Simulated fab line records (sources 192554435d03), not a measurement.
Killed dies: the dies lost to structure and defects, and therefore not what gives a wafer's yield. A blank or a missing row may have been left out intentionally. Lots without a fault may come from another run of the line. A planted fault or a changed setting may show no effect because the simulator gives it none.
fab line records | flow n5_finfet
record: lots: 7 wafers: 39
route steps=1938 shown DUMMY_GATE@237 GATE_CUT@484 MOL_CONTACT_COAG@532
start_h: hours from the record's first day to the start of the lot's first wafer shown | wait_h: how many hours have passed since the lot's step before this one | " identical to the entry in the row above | L1.1+2: a row that stands for several wafers | - no value, or no start given | * or withheld: withheld | < > ~ a bound
route shown NAME@n: NAME is a module with steps in the file, n the number in the route of the first one | usual: average and standard deviation across the fault-free wafers | same: alike in all rows | chamber/n: place in a boat | sites: each site's reading | _std_site: the values' standard deviation | _edge_site: mean of outer sites minus mean of inner sites | radius_mm: for every site, how far away it sits from the centre of the wafer | mask NAME#n: copy n | behind: the last tool/chamber to shape the wafer | hold: why the lot went on hold/how many hours it stayed there/how the hold came to an end | device: names the non-switching transistor (n, p or np) | end of line: the route-end tests of the same wafers | a step with no rows: only its recipe | killed: dies lost to structure and defects at the first sort, not the wafer's yield | map: per-die view of a wafer (x killed, . not killed, _ where there is no die)
set.NAME: the setting that was run; set.NAME@STEP: the one run at that earlier step | model.NAME: the simulator's own value behind a step, which no gauge read
lots with deliberately changed settings; one table per step, one row per wafer
== steps ==
step: N5_DUMMY_GATE_ETCH_37
recipe: chemistry: N2/H2 target: SOC target_depth_a: 600 overetch_a: 300 temp_c: 40 ion_energy_ev: 200 pressure_mtorr: 30 source_w: 840 bias_w: 150 n2_flow_sccm: 200 h2_flow_sccm: 200
usual: rf_vpp_V: 523.7/3
columns lot.wafer tool chamber start_h wait_h set.source_w rf_vpp_V
L074.1 rie_diel-05 0 48.88 0.0 723.2 546.3
L074.2 " 3 " " 840 527.1
L074.3 " 2 " " 840 521.7
L074.4 " 3 " " 723.2 554.4
L074.5 " 0 " " 840 520.3
L074.6 " 2 " " 723.2 548.3
L076.1 rie_diel-04 3 59.50 0.0 840 522.0
L076.2 " 2 " " 840 529.1
L076.3 " 0 " " 840 520.0
L076.4 " 1 " " 742.4 544.6
L076.5 " 1 " " 742.4 544.4
L076.6 " 0 " " 742.4 541.5
L080.3 rie_diel-02 0 82.36 0.0 840 522.6
L080.4 " 1 " " 840 522.5
L080.5 " 2 " " 840 529.0
L081.1 rie_diel-05 3 88.36 0.0 840 529.2
L081.2 " 1 " " 978.5 497.1
L081.3 " 0 " " 840 520.9
L081.4 " 2 " " 978.5 495.6
L081.5 " 3 " " 978.5 501.7
L081.6 " 0 " " 840 521.4
L083.1 rie_diel-02 2 102.41 0.0 840 528.6
L083.2 " 1 " " 840 522.8
L083.3 " 0 " " 840 522.3
L083.4 " 3 " " 840 521.5
L083.5 " 0 " " 840 524.0
L083.6 " 1 " " 840 522.3
L090.1 rie_diel-02 0 144.47 0.0 792.8 532.9
L090.2 " 3 " " 840 522.6
L090.3 " 2 " " 840 527.8
L090.4 " 3 " " 840 521.9
L090.5 " 0 " " 792.8 532.2
L090.6 " 2 " " 792.8 538.8
L096.1 rie_diel-05 2 178.36 0.0 727.5 545.3
L096.2 " 0 " " 840 519.7
L096.3 " 3 " " 727.5 553.8
L096.4 " 1 " " 840 522.0
L096.5 " 1 " " 727.5 547.3
L096.6 " 2 " " 840 522.0
step: N5_DUMMY_GATE_ETCH_44
recipe: chemistry: HBr/O2 over_etch_frac: 0.7 target_depth_a: 1275 stop_on: SiO2 ion_energy_ev: 60 bias_w: 20 target: poly-Si mask_material: SiO2 pressure_mtorr: 20 icp_w: 400 HBr_flow_sccm: 120 O2_flow_sccm: 10
usual: oes_product_au: 0.721/0.011
columns lot.wafer tool chamber start_h wait_h set.target_depth_a oes_product_au
L074.1 rie_si-05 1 49.49 0.0 1112 0.763
L074.2 " 3 " " 1275 0.737
L074.3 " 2 " " 1112 0.773
L074.4 " 0 " " 1275 0.712
L074.5 " 1 " " 1275 0.704
L074.6 " 0 " " 1112 0.770
L076.1 rie_si-02 2 60.12 0.0 1131 0.767
L076.2 " 1 " " 1275 0.733
L076.3 " 3 " " 1131 0.761
L076.4 " 0 " " 1275 0.742
L076.5 " 3 " " 1275 0.724
L076.6 " 2 " " 1131 0.767
L080.3 rie_si-02 0 82.97 0.0 1275 0.734
L080.4 " 1 " " 1275 0.717
L080.5 " 3 " " 1275 0.708
L081.1 rie_si-02 0 89.01 0.0 1275 0.731
L081.2 " 3 " " 1275 0.711
L081.3 " 1 " " 1413 0.683
L081.4 " 2 " " 1413 0.690
L081.5 " 3 " " 1275 0.715
L081.6 " 0 " " 1413 0.687
L083.1 rie_si-04 3 103.02 0.0 1147 0.739
L083.2 " 2 " " 1147 0.754
L083.3 " 1 " " 1275 0.731
L083.4 " 0 " " 1275 0.722
L083.5 " 1 " " 1147 0.777
L083.6 " 2 " " 1275 0.718
L090.1 rie_si-02 3 145.09 0.0 1127 0.762
L090.2 " 1 " " 1275 0.723
L090.3 " 0 " " 1127 0.774
L090.4 " 2 " " 1127 0.771
L090.5 " 1 " " 1275 0.719
L090.6 " 2 " " 1275 0.718
L096.1 rie_si-02 0 178.97 0.0 1275 0.729
L096.2 " 3 " " 1163 0.746
L096.3 " 1 " " 1163 0.754
L096.4 " 1 " " 1275 0.711
L096.5 " 3 " " 1275 0.705
L096.6 " 0 " " 1163 0.761
step: N5_GATE_CUT_EXPOSE_10
recipe: mask_id: GATE_CUT na: 0.33 source_shape: annular sigma_inner: 0.35 sigma_outer: 0.8 polarization: unpolarized target_cd_nm: 20 dose_mj: 43.25
columns lot.wafer tool chamber start_h wait_h mask set.dose_mj
L074.1+3+5 euv_scanner-02 0 96.58 - GATE_CUT#0 44.76
L074.2+4+6 " 0 " " GATE_CUT#0 43.25
L076.1+2+3+4+5+6 euv_scanner-02 0 97.59 - GATE_CUT#0 43.25
L080.3+4+5 euv_scanner-02 0 122.71 - GATE_CUT#0 43.25
L081.1+3+5 euv_scanner-02 0 128.09 - GATE_CUT#0 46.63
L081.2+4+6 " 0 " " GATE_CUT#0 43.25
L083.1+2+6 euv_scanner-02 0 142.39 - GATE_CUT#0 43.25
L083.3+4+5 " 0 " " GATE_CUT#0 39.86
L090.1+4+6 euv_scanner-02 0 180.51 - GATE_CUT#0 41.52
L090.2+3+5 " 0 " " GATE_CUT#0 43.25
L096.1+2+3+4+5+6 euv_scanner-01 0 215.22 - GATE_CUT#0 43.25
step: N5_GATE_CUT_PEB_11
recipe: peb_temp_c: 100 peb_time_s: 60 resist: CAR-EUV
step: N5_GATE_CUT_DEVELOP_12
recipe: develop_time_s: 30 developer: TMAH resist: CAR-EUV rinse_liquid: surfactant_rinse dry: air_spin dev_temp_c: 23
step: N5_GATE_CUT_CD_MEAS_13
recipe: target_cd_nm: 20 landing_energy_ev: 500 detector: se_inlens
usual: cd_nm: 20.01/0.28
columns lot.wafer tool chamber start_h wait_h set.dose_mj@GATE_CUT_EXPOSE_10 cd_nm
L074.1 cd_sem-02 0 96.71 - 44.76 20.30
L074.2 " 0 " " 43.25 19.55
L074.3 " 0 " " 44.76 20.65
L074.4 " 0 " " 43.25 19.77
L074.5 " 0 " " 44.76 20.47
L074.6 " 0 " " 43.25 19.64
L076.1 cd_sem-03 0 97.72 - 43.25 19.54
L076.2 " 0 " " 43.25 19.57
L076.3 " 0 " " 43.25 19.75
L076.4 " 0 " " 43.25 19.76
L076.5 " 0 " " 43.25 19.94
L076.6 " 0 " " 43.25 20.12
L080.3 cd_sem-02 0 122.83 - 43.25 20.09
L080.4 " 0 " " 43.25 20.31
L080.5 " 0 " " 43.25 20.02
L081.1 cd_sem-01 0 128.22 - 46.63 21.39
L081.2 " 0 " " 43.25 20.46
L081.3 " 0 " " 46.63 21.86
L081.4 " 0 " " 43.25 19.97
L081.5 " 0 " " 46.63 21.74
L081.6 " 0 " " 43.25 20.21
L083.1 cd_sem-01 0 142.52 - 43.25 19.81
L083.2 " 0 " " 43.25 19.82
L083.3 " 0 " " 39.86 17.95
L083.4 " 0 " " 39.86 17.70
L083.5 " 0 " " 39.86 17.77
L083.6 " 0 " " 43.25 19.88
L090.1 cd_sem-02 0 180.64 - 41.52 18.60
L090.2 " 0 " " 43.25 19.84
L090.3 " 0 " " 43.25 19.64
L090.4 " 0 " " 41.52 18.89
L090.5 " 0 " " 43.25 20.24
L090.6 " 0 " " 41.52 18.83
L096.1 cd_sem-03 0 215.36 - 43.25 20.55
L096.2 " 0 " " 43.25 20.59
L096.3 " 0 " " 43.25 20.33
L096.4 " 0 " " 43.25 20.45
L096.5 " 0 " " 43.25 20.17
L096.6 " 0 " " 43.25 20.04
step: N5_GATE_CUT_DESCUM_18
recipe: chemistry: O2 time_s: 7 source_power_w: 50 bias_power_w: 20 pressure_mtorr: 20 rf_frequency_hz: 2.712e+07 temp_c: 40 resist: CAR-EUV o2_flow_sccm: 225
columns lot.wafer tool chamber start_h wait_h set.dose_mj@GATE_CUT_EXPOSE_10 model.GATE_CUT.cd_nm
L074.1+3+5 rie_diel-02 2,1,0 96.83 0.0 44.76 20.4
L074.2 " 0 " " 43.25 19.8
L074.4+6 " 3,1 " " 43.25 19.6
L076.1 rie_diel-04 3 98.37 0.6 43.25 19.6
L076.2+5+6 " 2,2,3 " " 43.25 19.8
L076.3+4 " 1,0 " " 43.25 20
L080.3 rie_diel-04 0 123.33 0.4 43.25 20.2
L080.4+5 " 3,1 " " 43.25 20
L081.1+5 rie_diel-04 2 128.46 0.1 46.63 21.4
L081.2+4 " 0,3 " " 43.25 20.2
L081.3 " 1 " " 46.63 21.6
L081.6 " 1 " " 43.25 20
L083.1+2+6 rie_diel-04 2,0,0 142.64 0.0 43.25 19.8
L083.3+4 " 1 " " 39.86 17.8
L083.5 " 2 " " 39.86 17.6
L090.1+6 rie_diel-02 1,0 180.76 0.0 41.52 18.8
L090.2 " 0 " " 43.25 19.8
L090.3 " 2 " " 43.25 20
L090.4 " 3 " " 41.52 19
L090.5 " 3 " " 43.25 20.2
L096.1+6 rie_diel-02 0 215.54 0.1 43.25 20.2
L096.2+4+5 " 2,3,3 " " 43.25 20.4
L096.3 " 1 " " 43.25 20
step: N5_GATE_CUT_ETCH_28
recipe: chemistry: N2/H2 target: underlayer target_depth_a: 130 mask_material: CAR-EUV time_s: 10.4 ion_energy_ev: 200 pressure_mtorr: 30 source_w: 840 bias_w: 150 n2_flow_sccm: 200 h2_flow_sccm: 200 ends: cleared
columns lot.wafer tool chamber start_h wait_h set.dose_mj@GATE_CUT_EXPOSE_10 model.GATE_CUT.cd_nm
L074.1+3+5 rie_diel-02 2,1,0 96.87 0.0 44.76 20.4
L074.2+4 " 0,3 " " 43.25 19.8
L074.6 " 1 " " 43.25 19.6
L076.1+3+6 rie_diel-04 3,1,3 98.40 0.0 43.25 19.8
L076.2+5 " 2 " " 43.25 19.6
L076.4 " 0 " " 43.25 20
L080.3 rie_diel-04 0 123.37 0.0 43.25 20.4
L080.4 " 3 " " 43.25 20.2
L080.5 " 1 " " 43.25 20
L081.1+5 rie_diel-04 2 128.49 0.0 46.63 21.4
L081.2+4+6 " 0,3,1 " " 43.25 20.2
L081.3 " 1 " " 46.63 21.6
L083.1 rie_diel-04 2 142.68 0.0 43.25 19.6
L083.2+6 " 0 " " 43.25 19.8
L083.3+4 " 1 " " 39.86 17.8
L083.5 " 2 " " 39.86 17.6
L090.1+6 rie_diel-02 1,0 180.80 0.0 41.52 18.8
L090.2+3 " 0,2 " " 43.25 20
L090.4 " 3 " " 41.52 19.2
L090.5 " 3 " " 43.25 20.2
L096.1+2+5 rie_diel-02 0,2,3 215.58 0.0 43.25 20.4
L096.3 " 1 " " 43.25 20
L096.4+6 " 3,0 " " 43.25 20.2
step: N5_MOL_CONTACT_COAG_ETCH_106
recipe: chemistry: N2/H2 target: SOC target_depth_a: 800 overetch_a: 160 mask_material: SiARC temp_c: 40 time_s: 120 ion_energy_ev: 200 pressure_mtorr: 30 source_w: 840 bias_w: 150 n2_flow_sccm: 200 h2_flow_sccm: 200
columns lot.wafer tool chamber start_h wait_h set.target_depth_a model.SiARC_of_MOL_CONTACT_COAG_COAT_104.thk_nm
L074.1+2+3+4+5+6 rie_diel-06 1,0,3,2,3,0 101.53 0.0 800 6.4
L076.1 rie_diel-01 2 102.85 0.0 728.5 7
L076.2+4 " 3 " " 728.5 6.8
L076.3+5 " 0 " " 800 6.4
L076.6 " 2 " " 800 6.6
L080.3 rie_diel-01 0 127.20 0.0 800 6.4
L080.4+5 " 2 " " 800 6.6
L081.1+5 rie_diel-01 1 132.99 0.0 843.1 6
L081.2 " 3 " " 800 6.4
L081.3+4 " 0,2 " " 800 6.6
L081.6 " 0 " " 843.1 6.2
L083.1+4+6 rie_diel-03 0,2,0 146.51 0.0 800 6.4
L083.2+3+5 " 3,1,1 " " 705.4 7
L090.1+6 rie_diel-01 0 185.16 0.0 847 6.2
L090.2+4 " 1 " " 800 6.2
L090.3 " 2 " " 800 6.6
L090.5 " 2 " " 847 6.4
L096.1+2+4 rie_diel-06 3,2,1 219.81 0.0 800 6.4
L096.3+5+6 " 0,3,2 " " 896.2 5.8
step: N5_MOL_CONTACT_COAG_CONTACT_ETCH_14
recipe: chemistry: C4F6/O2 target: SiO2 target_depth_a: 275 overetch_a: 85 mask_material: SOC pressure_mtorr: 30 source_w: 370 bias_w: 185 Ar_flow_sccm: 300 C4F6_flow_sccm: 16 O2_flow_sccm: 10 time_s: 20 ion_energy_ev: 259.6
usual: rf_vpp_V: 692/3.4
columns lot.wafer tool chamber start_h wait_h set.source_w rf_vpp_V
L074.1 rie_diel-06 1 101.63 0.0 433.3 658
L074.2 " 0 " " 370 688
L074.3 " 3 " " 370 691
L074.4 " 2 " " 370 697
L074.5 " 3 " " 433.3 659
L074.6 " 0 " " 433.3 661
L076.1 rie_diel-01 2 102.95 0.0 370 692
L076.2 " 3 " " 426.9 666
L076.3 " 0 " " 426.9 673
L076.4 " 3 " " 426.9 667
L076.5 " 0 " " 370 697
L076.6 " 2 " " 370 692
L080.3 rie_diel-01 0 127.30 0.0 370 695
L080.4 " 2 " " 370 693
L080.5 " 2 " " 370 691
L081.1 rie_diel-01 1 133.09 0.0 370 689
L081.2 " 3 " " 370 692
L081.3 " 0 " " 370 698
L081.4 " 2 " " 370 693
L081.5 " 1 " " 370 687
L081.6 " 0 " " 370 698
L083.1 rie_diel-03 0 146.61 0.0 388.8 683
L083.2 " 3 " " 388.8 691
L083.3 " 1 " " 370 695
L083.4 " 2 " " 388.8 692
L083.5 " 1 " " 370 695
L083.6 " 0 " " 370 688
L090.1 rie_diel-01 0 185.26 0.0 351 715
L090.2 " 1 " " 351 696
L090.3 " 2 " " 351 704
L090.4 " 1 " " 370 686
L090.5 " 2 " " 370 693
L090.6 " 0 " " 370 696
L096.1 rie_diel-06 3 219.91 0.0 402.2 674
L096.2 " 2 " " 370 694
L096.3 " 0 " " 402.2 677
L096.4 " 1 " " 370 691
L096.5 " 3 " " 370 690
L096.6 " 2 " " 402.2 682
step: N5_MOL_CONTACT_COAG_VIA_ETCH_46
recipe: chemistry: C4F6/O2 target_depth_a: 460 overetch_a: 92 mask_material: SOC target: SiO2 bias_w: 455 pressure_mtorr: 10 time_s: 40 source_w: 325 Ar_flow_sccm: 300 C4F6_flow_sccm: 10 O2_flow_sccm: 10 ion_energy_ev: 575.3 ends: end_point
usual: rf_vpp_V: 1592/21
columns lot.wafer tool chamber start_h wait_h set.bias_w rf_vpp_V
L074.1 rie_diel-01 1 115.25 0.0 383.1 1386
L074.2 " 0 " " 455 1602
L074.3 " 2 " " 383.1 1367
L074.4 " 3 " " 455 1594
L074.5 " 0 " " 455 1601
L074.6 " 3 " " 383.1 1401
L076.1 rie_diel-06 0 115.97 0.0 411.4 1498
L076.2 " 2 " " 411.4 1504
L076.3 " 1 " " 411.4 1446
L076.4 " 1 " " 455 1559
L076.5 " 2 " " 455 1621
L076.6 " 0 " " 455 1615
L080.3 rie_diel-06 2 139.86 0.0 455 1620
L080.4 " 2 " " 455 1620
L080.5 " 3 " " 455 1582
L081.1 rie_diel-03 2 144.74 0.0 401.8 1467
L081.2 " 3 " " 401.8 1475
L081.3 " 1 " " 455 1582
L081.4 " 0 " " 455 1595
L081.5 " 0 " " 455 1594
L081.6 " 1 " " 401.8 1439
L083.1 rie_diel-03 1 157.98 0.0 455 1578
L083.2 " 3 " " 455 1619
L083.3 " 0 " " 481.8 1664
L083.4 " 2 " " 481.8 1681
L083.5 " 2 " " 455 1610
L083.6 " 1 " " 481.8 1649
L090.1 rie_diel-03 2 197.92 0.0 455 1612
L090.2 " 0 " " 455 1594
L090.3 " 3 " " 455 1619
L090.4 " 2 " " 455 1610
L090.5 " 0 " " 455 1595
L090.6 " 3 " " 455 1618
L096.1 rie_diel-03 1 229.99 0.0 455 1579
L096.2 " 3 " " 455 1618
L096.3 " 0 " " 455 1593
L096.4 " 2 " " 455 1612
L096.5 " 3 " " 455 1617
L096.6 " 2 " " 455 1611
== key ==
split: step: N5_DUMMY_GATE_ETCH_37 setting: source_w stated: 840 by: wafer
response: step: N5_DUMMY_GATE_ETCH_37 reading: rf_vpp_V change: -1.79 per: 1% r: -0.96
split: step: N5_DUMMY_GATE_ETCH_44 setting: target_depth_a stated: 1275 by: wafer
response: step: N5_DUMMY_GATE_ETCH_44 reading: oes_product_au change: -0.00362 per: 1% r: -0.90
split: step: N5_GATE_CUT_EXPOSE_10 setting: dose_mj stated: 43.25 by: wafer
response: step: N5_GATE_CUT_CD_MEAS_13 reading: cd_nm change: +0.23 per: 1% r: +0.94
response: step: N5_GATE_CUT_DESCUM_18 reading: model.GATE_CUT.cd_nm change: +0.224 per: 1% r: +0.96
response: step: N5_GATE_CUT_ETCH_28 reading: model.GATE_CUT.cd_nm change: +0.215 per: 1% r: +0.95
split: step: N5_MOL_CONTACT_COAG_ETCH_106 setting: target_depth_a stated: 800 by: wafer
response: step: N5_MOL_CONTACT_COAG_ETCH_106 reading: model.SiARC_of_MOL_CONTACT_COAG_COAT_104.thk_nm change: -0.0486 per: 1% r: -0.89
split: step: N5_MOL_CONTACT_COAG_CONTACT_ETCH_14 setting: source_w stated: 370 by: wafer
response: step: N5_MOL_CONTACT_COAG_CONTACT_ETCH_14 reading: rf_vpp_V change: -1.76 per: 1% r: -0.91
split: step: N5_MOL_CONTACT_COAG_VIA_ETCH_46 setting: bias_w stated: 455 by: wafer
response: step: N5_MOL_CONTACT_COAG_VIA_ETCH_46 reading: rf_vpp_V change: +12.5 per: 1% r: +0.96
